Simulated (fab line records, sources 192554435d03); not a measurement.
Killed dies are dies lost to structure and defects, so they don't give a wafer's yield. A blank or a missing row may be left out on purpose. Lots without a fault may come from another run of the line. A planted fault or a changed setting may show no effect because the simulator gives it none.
fab line records | flow n5_finfet
record lots=24 wafers=72 last_day=22
route steps=1938 shown HKMG_FIN@407 GATE_CUT@487 MOL_CONTACT_COAG@526
lots that met no fault: from a run of the same line without faults
start_h: hours from the record's first day to the start of the lot's first wafer shown | wait_h: hours since the lot's step before | " the same as in the row above | L1.1+2: a row that stands for several wafers | - no value, or no start given | * or withheld: withheld | < > ~ a bound
route shown NAME@n: a module of which the file shows steps, and the number in the route of the first | usual: mean/standard deviation of fault-free wafers | same: alike in all rows | chamber/n: place in a boat | sites: the reading at each site | _std_site: their standard deviation | _edge_site: outer sites' mean less inner sites' | radius_mm: how far each site lies from the wafer's centre | mask NAME#n: copy n | behind: the tool/chamber that last shaped the wafer | hold: why the lot was held/for how many hours/how that ended | device: the transistor (n, p or np) that didn't switch | end of line: the same wafers' tests at the end of the route | a step without rows: its recipe alone | killed: dies lost to structure and defects at the first sort, not the wafer's yield | map: a wafer's dies, x killed, . not, _ none there
set.NAME: the setting as run; set.NAME@STEP: as run at that earlier step | model.NAME: the simulator's own value behind a step, which no gauge read
steps of the route over a sample of lots; a table a step, a row a wafer
services: from which hour (start_h, from the record's first day; less than 0 if before it) a tool's chamber was out of use, for how many hours, and why
## steps
# step N5_HKMG_FIN_STRIP_93
# recipe chemistry=N2/H2 material=SOC time_s=20 power_w=500 temp_c=40 pressure_mtorr=50 rf_frequency_hz=6e+07 bias_power_w=8 h2_frac=0.5 n2_flow_sccm=300 h2_flow_sccm=300
# usual drypump_motor_current_A=5.7/0.42 n2_flow_sccm=300.1/0.83 oes_product_au=0.77/0.095 power_w=500.0/1.4 rf_vpp_V=54.1/0.89 showerhead_plenum_p_Torr=3.37/0.13 throttle_valve_pct=19.2/0.31
# columns lot.wafer tool chamber start_h wait_h drypump_motor_current_A n2_flow_sccm oes_product_au power_w rf_hours_counter_h rf_vpp_V showerhead_plenum_p_Torr throttle_valve_pct
L074.1 rie_diel-04 1 73.72 0.2 5.6 299.9 1.02 497.6 0 54.4 3.31 19.1
L074.3 " 0 " " 6.1 299.2 0.70 498.2 220 52.2 3.20 19.2
L074.5 " 3 " " 5.1 297.8 0.73 498.9 - 55.1 3.46 19.7
L075.2 rie_diel-05 2 83.24 0.2 5.8 300.9 0.72 499.6 189 54.1 3.47 19.1
L075.4 " 1 " " 5.4 300.6 0.69 500.8 223 53.6 3.20 19.6
L075.5 " 0 " " 6.3 300.0 0.70 498.3 - 54.6 3.46 19.7
L076.4 rie_diel-04 2 84.23 0.0 5.2 299.8 0.73 500.2 - 53.6 3.33 18.8
L076.5 " 0 " " 6.1 301.7 0.69 500.0 - 53.3 3.20 19.2
L076.6 " 1 " " 5.6 300.9 0.97 501.5 - 52.9 3.30 19.1
L077.1 rie_diel-04 0 90.18 0.2 6.1 299.5 0.69 499.4 227 53.2 3.20 19.2
L077.4 " 3 " " 5.1 299.1 0.72 502.8 202 52.8 3.46 19.7
L077.6 " 1 " " 5.6 299.5 0.97 503.2 - 52.2 3.30 19.1
L078.4 rie_diel-02 0 96.24 0.2 5.6 300.0 0.73 500.1 165 54.1 3.22 18.7
L078.5 " 1 " " 5.8 300.2 0.76 498.4 - 55.2 3.50 19.0
L078.6 " 0 " " 5.6 298.6 0.73 500.3 - 53.2 3.22 18.7
L079.1 rie_diel-02 0 103.31 0.2 5.6 300.4 0.73 502.8 168 54.6 3.22 18.7
L079.3 " 1 " " 5.8 299.1 0.76 501.0 139 54.8 3.50 19.0
L079.4 " 3 " " 5.6 300.0 0.79 501.4 119 53.8 3.24 19.2
L080.3 rie_diel-02 2 108.20 0.2 5.7 300.2 0.84 500.2 72 52.1 3.55 19.4
L080.4 " 1 " " 5.8 299.9 0.76 501.9 141 54.9 3.50 19.0
L080.5 " 2 " " 5.7 301.1 0.83 500.0 - 54.5 3.55 19.4
L081.1 rie_diel-02 3 114.13 0.2 5.6 299.6 0.78 499.2 122 52.9 3.24 19.2
L081.2 " 2 " " 5.7 300.4 0.83 500.2 74 54.8 3.55 19.3
L081.4 " 0 " " 5.6 299.9 0.73 500.1 172 54.1 3.22 18.7
L082.1 rie_diel-05 2 123.45 0.2 5.8 300.5 0.71 500.3 203 53.0 3.46 19.2
L082.3 " 1 " " 5.4 302.6 0.67 498.8 237 54.6 3.20 19.7
L082.6 " 2 " " 5.8 299.5 0.71 497.0 - 55.8 3.46 19.2
L083.2 rie_diel-04 2 131.55 0.2 5.2 300.5 0.72 499.9 193 53.0 3.32 18.8
L083.3 " 0 " " 6.1 301.3 0.69 501.6 241 53.3 3.19 19.2
L083.4 " 3 " " 5.1 300.3 0.71 500.3 216 53.4 3.45 19.7
L084.4 rie_diel-05 1 133.96 0.0 5.4 300.1 0.67 498.1 - 54.0 3.19 19.7
L084.5 " 2 " " 5.8 301.4 0.71 501.2 - 53.5 3.46 19.2
L084.6 " 3 " " 6.6 299.8 0.72 501.0 - 54.3 3.48 19.0
L085.1 rie_diel-02 1 140.73 0.2 5.8 299.9 0.77 500.8 152 53.1 3.49 19.0
L085.2 " 0 " " 5.6 301.5 0.73 499.6 181 54.2 3.21 18.8
L085.6 " 3 " " 5.6 299.8 0.78 498.8 - 55.9 3.23 19.2
L086.3 rie_diel-05 3 146.39 0.2 6.6 300.4 0.72 497.0 179 53.2 3.47 19.0
L086.5 " 0 " " 6.3 299.0 0.96 498.1 - 54.6 3.45 19.3
L086.6 " 1 " " 5.4 298.5 0.67 498.5 - 54.2 3.19 19.7
L087.2 rie_diel-05 0 151.85 0.2 6.3 299.9 0.94 499.9 7 54.9 3.45 19.3
L087.4 " 3 " " 6.6 300.2 0.71 501.3 182 55.3 3.47 19.0
L087.6 " 0 " " 6.3 301.2 0.94 499.5 - 54.7 3.45 19.3
L088.2 rie_diel-02 2 156.63 0.2 5.7 300.4 0.81 500.0 90 54.5 3.54 19.4
L088.5 " 2 " " 5.7 300.9 0.80 500.3 - 54.2 3.54 19.4
L088.6 " 3 " " 5.6 300.1 0.77 498.3 - 54.2 3.23 19.2
L089.1 rie_diel-04 2 163.03 0.2 5.2 300.8 0.70 498.7 204 54.6 3.32 18.8
L089.2 " 3 " " 5.1 298.9 0.70 502.3 228 55.0 3.45 19.8
L089.3 " 1 " " 5.6 300.1 0.91 500.2 34 55.8 3.29 19.1
L090.3 rie_diel-04 2 168.86 0.2 5.2 299.7 0.71 500.0 206 54.8 3.31 18.8
L090.5 " 1 " " 5.5 299.8 0.91 501.7 - 56.7 3.29 19.1
L090.6 " 2 " " 5.2 299.6 0.71 498.9 - 54.7 3.32 18.8
L091.1 rie_diel-04 3 173.26 0.2 5.1 301.2 0.70 496.6 233 54.9 3.44 19.7
L091.2 " 1 " " 5.6 300.0 0.90 500.0 39 55.3 3.28 19.1
L091.3 " 2 " " 5.2 300.7 0.71 499.4 209 54.5 3.31 18.8
L092.1 rie_diel-02 2 181.08 0.2 5.7 300.4 0.81 499.8 98 54.2 3.53 19.4
L092.2 " 0 " " 5.6 300.3 0.72 501.2 194 53.2 3.21 18.8
L092.5 " 0 " " 5.6 300.2 0.72 500.2 - 55.0 3.21 18.8
L093.1 rie_diel-04 1 185.15 0.2 5.6 300.6 0.89 498.2 44 55.3 3.28 19.2
L093.4 " 2 " " 5.1 300.7 0.70 502.0 214 53.1 3.31 18.8
L093.5 " 3 " " 5.1 299.3 0.69 500.2 - 53.8 3.44 19.8
L094.1 rie_diel-04 2 192.10 0.2 5.2 300.7 0.69 500.1 217 53.1 3.31 18.8
L094.5 " 0 " " 6.1 300.9 0.97 501.0 - 56.3 3.59 18.9
L094.6 " 3 " " 5.1 300.6 0.69 500.1 - 51.9 3.44 19.8
L095.4 rie_diel-04 3 199.57 0.2 5.1 300.5 0.69 501.7 245 53.7 3.44 19.8
L095.5 " 3 " " 5.1 299.3 0.69 497.7 - 54.3 3.44 19.8
L095.6 " 2 " " 5.1 300.5 0.69 501.1 - 54.7 3.31 18.8
L096.3 rie_diel-05 1 206.30 0.2 5.4 300.8 0.93 498.0 10 54.2 3.59 19.3
L096.4 " 3 " " 6.5 299.4 0.70 498.4 201 55.1 3.46 19.1
L096.6 " 0 " " 6.3 300.7 0.89 498.2 - 53.3 3.44 19.3
L097.3 rie_diel-05 3 215.96 0.2 6.7 301.4 0.70 500.4 204 54.7 3.46 19.1
L097.4 " 1 " " 5.4 301.4 0.93 503.1 14 55.4 3.59 19.3
L097.5 " 1 " " 5.4 301.0 0.92 501.2 - 53.4 3.59 19.3
# step N5_HKMG_FIN_OVL_MEAS_13
# recipe points_per_wafer=44
# usual NWFM_OVL=-0.3/0.72
# columns lot.wafer tool chamber start_h wait_h NWFM_OVL[nm]
L074.1 overlay-01 0 76.18 0.0 -0.8
L074.3 " 0 " " 0.1
L074.5 " 0 " " 1.8
L075.2 overlay-02 0 85.83 0.0 0.6
L075.4 " 0 " " 1.2
L075.5 " 0 " " 1.7
L076.4 overlay-02 0 86.78 0.0 -1.1
L076.5 " 0 " " -1.0
L076.6 " 0 " " -1.6
L077.1 overlay-01 0 92.70 0.0 -1.3
L077.4 " 0 " " -0.7
L077.6 " 0 " " -0.2
L078.4 overlay-01 0 98.82 0.0 -0.1
L078.5 " 0 " " -0.2
L078.6 " 0 " " -0.7
L079.1 overlay-01 0 105.88 0.0 -0.2
L079.3 " 0 " " -0.3
L079.4 " 0 " " -1.3
L080.3 overlay-02 0 110.67 0.0 -1.2
L080.4 " 0 " " -1.1
L080.5 " 0 " " -0.9
L081.1 overlay-01 0 116.83 0.0 -0.3
L081.2 " 0 " " -0.7
L081.4 " 0 " " 0.0
L082.1 overlay-01 0 126.05 0.0 -0.2
L082.3 " 0 " " 0.0
L082.6 " 0 " " 0.7
L083.2 overlay-02 0 134.02 0.0 -0.2
L083.3 " 0 " " 0.8
L083.4 " 0 " " -0.6
L084.4 overlay-02 0 136.51 0.0 -1.9
L084.5 " 0 " " -0.4
L084.6 " 0 " " -0.5
L085.1 overlay-01 0 143.41 0.0 -0.5
L085.2 " 0 " " -0.4
L085.6 " 0 " " -0.9
L086.3 overlay-01 0 148.99 0.0 0.3
L086.5 " 0 " " -0.2
L086.6 " 0 " " -1.1
L087.2 overlay-01 0 154.66 0.0 -1.8
L087.4 " 0 " " -1.5
L087.6 " 0 " " -0.3
L088.2 overlay-02 0 159.22 0.0 -0.8
L088.5 " 0 " " -0.3
L088.6 " 0 " " -1.5
L089.1 overlay-02 0 165.63 0.0 -0.1
L089.2 " 0 " " -0.3
L089.3 " 0 " " 0.0
L090.3 overlay-01 0 171.35 0.0 0.2
L090.5 " 0 " " -0.2
L090.6 " 0 " " 0.7
L091.1 overlay-01 0 175.85 0.0 0.1
L091.2 " 0 " " 1.0
L091.3 " 0 " " -0.7
L092.1 overlay-02 0 183.88 0.0 0.5
L092.2 " 0 " " -0.4
L092.5 " 0 " " -0.5
L093.1 overlay-02 0 187.64 0.0 0.6
L093.4 " 0 " " 0.4
L093.5 " 0 " " 0.3
L094.1 overlay-01 0 194.64 0.0 0.5
L094.5 " 0 " " 0.8
L094.6 " 0 " " 0.1
L095.4 overlay-01 0 202.29 0.0 -0.2
L095.5 " 0 " " -0.5
L095.6 " 0 " " -0.3
L096.3 overlay-01 0 208.91 0.0 0.4
L096.4 " 0 " " -0.3
L096.6 " 0 " " -0.2
L097.3 overlay-02 0 218.55 0.0 -0.7
L097.4 " 0 " " -1.5
L097.5 " 0 " " 0.6
# step N5_GATE_CUT_CD_MEAS_13
# recipe target_cd_nm=20 landing_energy_ev=500 detector=se_inlens
# usual cd_nm=20.03/0.23
# columns lot.wafer tool chamber start_h wait_h cd_nm
L074.1 cd_sem-02 0 84.75 - 19.70
L074.3 " 0 " " 20.11
L074.5 " 0 " " 20.03
L075.2 cd_sem-01 0 95.01 - 19.85
L075.4 " 0 " " 19.77
L075.5 " 0 " " 20.41
L076.4 cd_sem-01 0 97.17 - 20.13
L076.5 " 0 " " 19.70
L076.6 " 0 " " 20.20
L077.1 cd_sem-02 0 102.97 - 19.68
L077.4 " 0 " " 20.11
L077.6 " 0 " " 20.39
L078.4 cd_sem-02 0 107.12 - 20.17
L078.5 " 0 " " 20.40
L078.6 " 0 " " 20.37
L079.1 cd_sem-03 0 114.13 - 20.31
L079.3 " 0 " " 20.35
L079.4 " 0 " " 20.41
L080.3 cd_sem-03 0 118.97 - 19.96
L080.4 " 0 " " 20.03
L080.5 " 0 " " 19.89
L081.1 cd_sem-01 0 125.72 - 20.11
L081.2 " 0 " " 20.23
L081.4 " 0 " " 20.33
L082.1 cd_sem-02 0 134.20 - 19.93
L082.3 " 0 " " 19.89
L082.6 " 0 " " 20.02
L083.2 cd_sem-01 0 142.66 - 20.08
L083.3 " 0 " " 20.34
L083.4 " 0 " " 20.17
L084.4 cd_sem-02 0 144.78 - 20.04
L084.5 " 0 " " 20.00
L084.6 " 0 " " 20.00
L085.1 cd_sem-03 0 151.76 - 19.73
L085.2 " 0 " " 19.67
L085.6 " 0 " " 19.70
L086.3 cd_sem-01 0 157.44 - 19.95
L086.5 " 0 " " 19.65
L086.6 " 0 " " 20.24
L087.2 cd_sem-01 0 163.10 - 19.86
L087.4 " 0 " " 20.21
L087.6 " 0 " " 20.26
L088.2 cd_sem-02 0 168.10 - 19.90
L088.5 " 0 " " 20.52
L088.6 " 0 " " 20.21
L089.1 cd_sem-01 0 173.90 - 20.22
L089.2 " 0 " " 20.09
L089.3 " 0 " " 20.13
L090.3 cd_sem-01 0 180.68 - 20.31
L090.5 " 0 " " 19.89
L090.6 " 0 " " 20.26
L091.1 cd_sem-01 0 184.24 - 19.77
L091.2 " 0 " " 19.96
L091.3 " 0 " " 19.99
L092.1 cd_sem-01 0 192.23 - 20.15
L092.2 " 0 " " 20.06
L092.5 " 0 " " 19.87
L093.1 cd_sem-02 0 195.95 - 19.86
L093.4 " 0 " " 19.85
L093.5 " 0 " " 19.90
L094.1 cd_sem-02 0 203.11 - 19.88
L094.5 " 0 " " 19.74
L094.6 " 0 " " 20.30
L095.4 cd_sem-03 0 210.31 - 20.03
L095.5 " 0 " " 20.33
L095.6 " 0 " " 20.21
L096.3 cd_sem-01 0 217.63 - 19.83
L096.4 " 0 " " 20.32
L096.6 " 0 " " 20.30
L097.3 cd_sem-01 0 226.94 - 19.84
L097.4 " 0 " " 19.95
L097.5 " 0 " " 20.09
# step N5_GATE_CUT_STRIP_42
# recipe chemistry=O2 power_w=400 temp_c=40 pressure_mtorr=30 rf_frequency_hz=6e+07 bias_power_w=0 overash_fraction=0.3 o2_flow_sccm=225
# usual drypump_motor_current_A=5.9/0.38 oes_product_au=0.81/0.091 rf_vpp_V=3.7/0.46 showerhead_plenum_p_Torr=2.09/0.069 throttle_valve_pct=16.66/0.17
# columns lot.wafer tool chamber start_h wait_h drypump_motor_current_A oes_product_au rf_hours_counter_h rf_vpp_V showerhead_plenum_p_Torr throttle_valve_pct
L074.1 rie_diel-03 3 85.12 0.0 6.2 0.84 67 3.6 2.03 16.40
L074.3 " 1 " " 5.2 0.72 190 3.0 2.17 16.50
L074.5 " 2 " " 5.9 0.89 - 4.6 2.14 16.51
L075.2 rie_diel-01 0 95.53 0.0 5.4 0.69 240 3.9 2.07 17.00
L075.4 " 0 " " 5.4 0.69 - 3.0 2.06 17.00
L075.5 " 2 " " 5.7 0.85 - 2.9 2.14 16.79
L076.4 rie_diel-01 2 97.54 0.0 5.7 0.86 46 4.1 2.13 16.81
L076.5 " 1 " " 5.7 0.74 - 4.0 1.99 16.91
L076.6 " 2 " " 5.7 0.86 - 3.7 2.13 16.79
L077.1 rie_diel-06 3 103.35 0.0 5.9 0.70 209 4.6 1.99 16.52
L077.4 " 0 " " 6.5 0.79 120 4.5 2.20 16.63
L077.6 " 0 " " 6.5 0.80 - 4.0 2.20 16.62
L078.4 rie_diel-03 2 107.50 0.0 5.8 0.88 - 3.7 2.14 16.51
L078.5 " 0 " " 6.0 0.92 - 3.7 2.07 16.74
L078.6 " 1 " " 5.2 0.71 - 3.3 2.17 16.50
L079.1 rie_diel-06 3 114.74 0.0 5.8 0.71 212 2.9 1.99 16.54
L079.3 " 2 " " 5.5 0.83 86 3.4 2.12 16.55
L079.4 " 0 " " 6.5 0.80 124 3.4 2.20 16.63
L080.3 rie_diel-06 3 119.33 0.0 5.8 0.70 213 3.6 1.99 16.54
L080.4 " 1 " " 6.3 0.66 249 3.6 2.06 17.07
L080.5 " 1 " " 6.3 0.67 - 3.6 2.06 17.08
L081.1 rie_diel-06 0 126.08 0.0 6.5 0.79 126 3.9 2.20 16.63
L081.2 " 3 " " 5.8 0.70 215 3.4 1.99 16.54
L081.4 " 2 " " 5.5 0.81 - 4.1 2.12 16.56
L082.1 rie_diel-01 3 134.70 0.0 6.1 0.94 12 3.9 2.15 16.44
L082.3 " 2 " " 5.7 0.83 59 4.1 2.13 16.82
L082.6 " 1 " " 5.6 0.72 - 3.6 1.99 16.96
L083.2 rie_diel-06 3 143.03 0.0 5.8 0.70 222 4.0 1.98 16.55
L083.3 " 2 " " 5.5 0.81 96 4.1 2.12 16.57
L083.4 " 0 " " 6.5 0.78 133 3.9 2.20 16.65
L084.4 rie_diel-06 2 145.30 0.0 5.5 0.81 97 3.5 2.12 16.58
L084.5 " 3 " " 5.8 0.70 - 3.9 1.98 16.55
L084.6 " 0 " " 6.5 0.78 - 4.2 2.20 16.64
L085.1 rie_diel-01 0 152.13 0.0 5.4 0.97 3 3.3 2.06 16.57
L085.2 " 2 " " 5.7 0.83 66 3.8 2.13 16.85
L085.6 " 0 " " 5.4 0.96 - 3.5 2.06 16.57
L086.3 rie_diel-03 1 157.80 0.0 5.2 0.70 214 3.7 2.16 16.54
L086.5 " 0 " " 6.0 0.89 - 3.6 2.06 16.76
L086.6 " 1 " " 5.2 0.69 - 3.6 2.16 16.54
L087.2 rie_diel-06 3 163.53 0.0 5.8 0.69 227 3.4 1.98 16.56
L087.4 " 1 " " 6.3 0.98 6 3.1 2.06 16.63
L087.6 " 1 " " 6.3 0.98 - 4.5 2.06 16.61
L088.2 rie_diel-06 2 168.47 0.0 5.5 0.80 102 3.4 2.12 16.57
L088.5 " 0 " " 6.5 0.78 - 3.3 2.19 16.65
L088.6 " 1 " " 6.3 0.97 - 4.4 2.06 16.63
L089.1 rie_diel-03 2 174.27 0.0 5.8 0.85 50 3.4 2.13 16.55
L089.2 " 3 " " 6.2 0.82 93 3.8 2.02 16.45
L089.3 " 0 " " 6.0 0.88 35 3.4 2.06 16.77
L090.3 rie_diel-01 1 181.17 0.0 5.6 0.71 236 2.9 1.98 16.97
L090.5 " 1 " " 5.6 0.72 - 4.8 1.98 16.98
L090.6 " 2 " " 5.7 0.82 - 4.0 2.13 16.83
L091.1 rie_diel-03 3 184.61 0.0 6.1 0.82 96 2.7 2.02 16.45
L091.2 " 2 " " 5.8 0.83 54 4.2 2.13 16.57
L091.3 " 1 " " 5.2 0.70 222 3.4 2.16 16.55
L092.1 rie_diel-06 3 192.72 0.0 5.8 0.68 236 3.5 1.98 16.57
L092.2 " 2 " " 5.5 0.80 110 4.2 2.12 16.59
L092.5 " 2 " " 5.5 0.79 - 4.5 2.12 16.60
L093.1 rie_diel-01 3 196.64 0.0 6.1 0.90 34 3.6 2.14 16.49
L093.4 " 1 " " 5.6 0.71 242 3.0 1.98 16.97
L093.5 " 1 " " 5.6 0.71 - 3.7 1.98 16.98
L094.1 rie_diel-01 1 203.56 0.0 5.6 0.72 245 3.6 1.98 16.98
L094.5 " 3 " " 6.1 0.90 - 4.2 2.14 16.48
L094.6 " 0 " " 5.4 0.91 - 3.1 2.06 16.59
L095.4 rie_diel-03 1 210.68 0.0 5.2 0.69 231 3.6 2.15 16.57
L095.5 " 0 " " 6.0 0.86 - 3.9 2.06 16.81
L095.6 " 1 " " 5.2 0.69 - 3.2 2.15 16.58
L096.3 rie_diel-03 0 217.99 0.0 6.0 0.86 50 3.8 2.06 16.82
L096.4 " 3 " " 6.2 0.81 106 3.5 2.02 16.47
L096.6 " 0 " " 6.0 0.86 - 3.0 2.06 16.80
L097.3 rie_diel-06 2 227.35 0.0 5.5 0.78 121 3.1 2.11 16.61
L097.4 " 1 " " 6.3 0.91 27 4.3 2.05 16.66
L097.5 " 3 " " 5.8 0.67 - 3.5 1.97 16.58
# step N5_GATE_CUT_VAPOR_ETCH_49
# recipe chemistry=BCl3/Cl2 target=TiAlC mode=isotropic
# usual drypump_motor_current_A=5.6/0.33 oes_product_au=0.73/0.074
# columns lot.wafer tool chamber start_h wait_h drypump_motor_current_A oes_product_au
L074.1 rie_metal-03 0 85.48 0.0 5.3 0.70
L074.3 " 1 " " 5.4 0.84
L074.5 " 1 " " 5.4 0.84
L075.2 rie_metal-03 0 95.89 0.0 5.3 0.70
L075.4 " 1 " " 5.5 0.84
L075.5 " 1 " " 5.5 0.84
L076.4 rie_metal-02 0 97.91 0.0 6.3 0.80
L076.5 " 1 " " 5.7 0.64
L076.6 " 0 " " 6.3 0.80
L077.1 rie_metal-03 1 103.70 0.0 5.4 0.83
L077.4 " 1 " " 5.4 0.83
L077.6 " 1 " " 5.4 0.84
L078.4 rie_metal-03 0 107.85 0.0 5.3 0.70
L078.5 " 0 " " 5.3 0.69
L078.6 " 1 " " 5.5 0.84
L079.1 rie_metal-03 1 115.09 0.0 5.4 0.83
L079.3 " 0 " " 5.3 0.69
L079.4 " 1 " " 5.4 0.83
L080.3 rie_metal-03 0 119.70 0.0 5.3 0.69
L080.4 " 1 " " 5.4 0.81
L080.5 " 0 " " 5.3 0.69
L081.1 rie_metal-03 1 126.44 0.0 5.4 0.83
L081.2 " 0 " " 5.3 0.68
L081.4 " 1 " " 5.4 0.82
L082.1 rie_metal-03 1 135.05 0.0 5.4 0.82
L082.3 " 0 " " 5.3 0.69
L082.6 " 1 " " 5.4 0.83
L083.2 rie_metal-03 1 143.39 0.0 5.4 0.82
L083.3 " 0 " " 5.3 0.69
L083.4 " 1 " " 5.4 0.82
L084.4 rie_metal-01 0 145.67 0.0 5.6 0.67
L084.5 " 0 " " 5.6 0.67
L084.6 " 1 " " 5.9 0.67
L085.1 rie_metal-01 0 152.49 0.0 5.6 0.67
L085.2 " 1 " " 5.9 0.66
L085.6 " 0 " " 5.6 0.67
L086.3 rie_metal-02 0 158.17 0.0 6.3 0.79
L086.5 " 0 " " 6.3 0.79
L086.6 " 1 " " 5.7 0.63
L087.2 rie_metal-02 0 163.88 0.0 6.2 0.78
L087.4 " 0 " " 6.3 0.79
L087.6 " 0 " " 6.3 0.79
L088.2 rie_metal-02 0 168.83 0.0 6.2 0.79
L088.5 " 1 " " 5.6 0.63
L088.6 " 0 " " 6.3 0.79
L089.1 rie_metal-02 1 174.63 0.0 5.7 0.63
L089.2 " 0 " " 6.3 0.79
L089.3 " 1 " " 5.7 0.62
L090.3 rie_metal-03 0 181.54 0.0 5.3 0.67
L090.5 " 1 " " 5.5 0.81
L090.6 " 0 " " 5.3 0.68
L091.1 rie_metal-03 0 184.97 0.0 5.3 0.68
L091.2 " 1 " " 5.4 0.80
L091.3 " 0 " " 5.3 0.68
L092.1 rie_metal-02 1 193.15 0.0 5.7 0.63
L092.2 " 0 " " 6.3 0.79
L092.5 " 1 " " 5.6 0.63
L093.1 rie_metal-03 1 197.00 0.0 5.4 0.80
L093.4 " 1 " " 5.4 0.80
L093.5 " 1 " " 5.4 0.81
L094.1 rie_metal-01 1 203.92 0.0 5.9 0.66
L094.5 " 0 " " 5.5 0.67
L094.6 " 1 " " 5.9 0.67
L095.4 rie_metal-01 0 211.05 0.0 5.5 0.65
L095.5 " 1 " " 5.9 0.65
L095.6 " 0 " " 5.5 0.66
L096.3 rie_metal-01 0 218.36 0.0 5.6 0.66
L096.4 " 1 " " 5.9 0.66
L096.6 " 0 " " 5.6 0.66
L097.3 rie_metal-02 0 227.94 0.1 6.2 0.77
L097.4 " 0 " " 6.3 0.77
L097.5 " 0 " " 6.3 0.77
# step N5_MOL_CONTACT_COAG_CD_MEAS_08
# recipe target_cd_nm=28 landing_energy_ev=500 detector=se_inlens polarity=opening
# usual cd_nm=27.96/0.21
# columns lot.wafer tool chamber start_h wait_h cd_nm
L074.1 cd_sem-03 0 88.54 - 27.98
L074.3 " 0 " " 28.01
L074.5 " 0 " " 27.91
L075.2 cd_sem-03 0 99.25 - 27.84
L075.4 " 0 " " 27.76
L075.5 " 0 " " 27.89
L076.4 cd_sem-03 0 102.24 - 28.00
L076.5 " 0 " " 28.07
L076.6 " 0 " " 27.82
L077.1 cd_sem-03 0 106.76 - 27.87
L077.4 " 0 " " 27.74
L077.6 " 0 " " 28.17
L078.4 cd_sem-03 0 110.91 - 28.02
L078.5 " 0 " " 28.17
L078.6 " 0 " " 28.45
L079.1 cd_sem-03 0 118.54 - 27.65
L079.3 " 0 " " 28.10
L079.4 " 0 " " 28.26
L080.3 cd_sem-02 0 124.94 - 28.03
L080.4 " 0 " " 28.12
L080.5 " 0 " " 28.17
L081.1 cd_sem-02 0 129.63 - 28.19
L081.2 " 0 " " 28.01
L081.4 " 0 " " 27.83
L082.1 cd_sem-02 0 138.11 - 28.14
L082.3 " 0 " " 27.85
L082.6 " 0 " " 27.83
L083.2 cd_sem-03 0 146.93 - 28.11
L083.3 " 0 " " 27.94
L083.4 " 0 " " 28.34
L084.4 cd_sem-03 0 148.73 - 28.07
L084.5 " 0 " " 28.00
L084.6 " 0 " " 27.98
L085.1 cd_sem-01 0 155.55 - 27.79
L085.2 " 0 " " 27.97
L085.6 " 0 " " 27.74
L086.3 cd_sem-03 0 161.22 - 27.68
L086.5 " 0 " " 27.86
L086.6 " 0 " " 27.96
L087.2 cd_sem-02 0 167.64 - 27.74
L087.4 " 0 " " 28.20
L087.6 " 0 " " 28.22
L088.2 cd_sem-01 0 172.02 - 28.19
L088.5 " 0 " " 28.14
L088.6 " 0 " " 28.27
L089.1 cd_sem-03 0 177.86 - 27.69
L089.2 " 0 " " 27.95
L089.3 " 0 " " 27.89
L090.3 cd_sem-02 0 185.00 - 27.82
L090.5 " 0 " " 27.79
L090.6 " 0 " " 28.19
L091.1 cd_sem-01 0 188.15 - 27.76
L091.2 " 0 " " 27.78
L091.3 " 0 " " 28.10
L092.1 cd_sem-01 0 197.35 - 28.13
L092.2 " 0 " " 27.90
L092.5 " 0 " " 27.69
L093.1 cd_sem-03 0 200.06 - 27.82
L093.4 " 0 " " 27.93
L093.5 " 0 " " 28.08
L094.1 cd_sem-02 0 206.97 - 27.54
L094.5 " 0 " " 27.95
L094.6 " 0 " " 27.77
L095.4 cd_sem-03 0 214.26 - 27.90
L095.5 " 0 " " 27.78
L095.6 " 0 " " 27.92
L096.3 cd_sem-03 0 221.54 - 27.89
L096.4 " 0 " " 28.05
L096.6 " 0 " " 28.20
L097.3 cd_sem-01 0 231.16 - 28.07
L097.4 " 0 " " 27.95
L097.5 " 0 " " 28.12
## services
# columns tool chamber start_h hours kind
rie_diel-04 1 54.35 - clean
rie_diel-04 1 54.35 - consumable_replace:focus_ring
rie_diel-04 1 54.35 18.2 scheduled_down
rie_diel-04 1 54.35 18.2 vent_cycle
rie_diel-04 3 81.15 6.9 repair
rie_diel-03 - 82.64 0.7 repair
rie_metal-01 - 91.69 2.8 pm
rie_metal-03 - 104.76 1.4 pm
rie_diel-03 3 106.94 1.8 repair
rie_diel-06 1 123.02 - clean
rie_diel-06 1 123.02 - consumable_replace:focus_ring
rie_diel-03 0 125.34 6.0 repair
rie_diel-05 1 126.71 2.8 repair
rie_diel-05 2 144.20 3.8 repair
rie_metal-03 1 145.96 11.0 repair
rie_diel-01 2 154.65 6.9 repair
rie_diel-04 0 157.01 - clean
rie_diel-04 0 157.01 - consumable_replace:focus_ring
rie_diel-05 - 172.97 2.8 pm
rie_metal-02 - 181.79 0.6 repair
rie_diel-01 0 189.86 5.1 repair
rie_diel-01 2 208.89 1.8 repair
rie_metal-02 0 219.53 1.3 repair
rie_diel-01 - 225.35 2.8 pm
## key
fault none
